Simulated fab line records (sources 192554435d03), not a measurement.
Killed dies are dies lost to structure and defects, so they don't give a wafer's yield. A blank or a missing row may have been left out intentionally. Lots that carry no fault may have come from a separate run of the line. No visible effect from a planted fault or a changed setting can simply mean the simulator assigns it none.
Chamber matching ; flow n5-finfet ; N5_SD_EPI_P_SD_RECESS_17 on rie-si-05 has 4 sister chambers
The step chemistry HBr/Cl2/O2, target depth 39.1 nm, bt time 3 s. 30 wafers are shown with their chamber, then 12 later ones without.

WAFERS PAIRED WITH THEIR CHAMBERS
wafer;chamber;throttle-valve-pct (%);drypump-motor-current-A (A);oes-product-au (a.u.)
L077.1;3;37.7;6.2;0.984
L077.2;2;36.1;5.9;1.004
L077.5;1;37.3;5.5;1.014
L080.1;1;37.3;5.5;1.008
L080.3;0;37.1;5.3;0.991
L080.5;2;36.1;5.9;0.993
L081.2;0;37.1;5.3;0.987
L081.4;1;37.3;5.5;1.016
L081.6;1;37.3;5.5;1.023
L082.1;2;36.1;5.9;0.994
L082.2;0;37.1;5.3;1.003
L082.6;0;37.1;5.3;1.000
L085.1;3;37.7;6.2;0.991
L085.3;0;37.1;5.3;0.993
L085.6;2;36.1;5.9;0.991
L086.1;3;37.7;6.2;0.986
L086.2;1;37.3;5.5;1.026
L086.5;2;36.1;5.9;1.005
L087.1;1;37.3;5.6;1.016
L087.4;0;37.0;5.3;0.994
L087.6;0;37.1;5.3;0.998
L088.1;2;36.1;5.9;1.005
L088.3;1;37.3;5.5;1.016
L088.6;1;37.3;5.5;1.017
L091.4;3;37.7;6.2;0.998
L091.5;1;37.3;5.5;1.017
L091.6;0;37.0;5.3;0.990
L092.2;1;37.3;5.5;1.014
L092.3;0;37.1;5.3;0.982
L092.5;3;37.7;6.2;0.995

SIGNATURES (means of the wafers above)
reading;chamber 0;chamber 1;chamber 2;chamber 3;scatter within a chamber
throttle-valve-pct;37.078;37.300;36.100;37.700;0.0245
drypump-motor-current-A;5.300;5.510;5.900;6.200;0.0186
oes-product-au;0.99311;1.01670;0.99867;0.99080;0.00596
Rule: for a wafer and a chamber, the distance is found by dividing, reading by reading, the gap between the wafer's reading and the chamber's mean by the reading's scatter, squaring, summing and taking the root. If the next closest chamber is less than 2 further off than the closest, the wafer can't be placed; otherwise it belongs to the closest. How the scatter is found: for the shown wafers, subtract from each reading the mean of its chamber, square and add these, divide the total by (wafers less chambers), then take the root.

WAFERS WITHOUT THEIR CHAMBER
wafer;throttle-valve-pct (%);drypump-motor-current-A (A);oes-product-au (a.u.)
L093.3;37.3;5.6;1.026
L093.5;36.1;5.9;0.993
L093.6;37.7;6.2;0.998
L094.1;37.7;6.2;0.993
L094.3;36.1;5.9;1.001
L094.5;37.7;6.2;0.997
L095.3;37.3;5.5;1.015
L095.4;37.7;6.2;0.999
L095.5;37.3;5.5;1.020
L097.1;36.1;5.9;1.004
L097.2;37.3;5.5;1.013
L097.6;37.1;5.3;0.987

WHICH CHAMBER EACH WENT THROUGH
wafer;from the rows above;in truth
L093.3;1;1
L093.5;2;2
L093.6;3;3
L094.1;3;3
L094.3;2;2
L094.5;3;3
L095.3;1;1
L095.4;3;3
L095.5;1;1
L097.1;2;2
L097.2;1;1
L097.6;0;0
Correct placement for 12 of the 12. Number that these rows cannot place: 0. Number placed wrongly: 0.
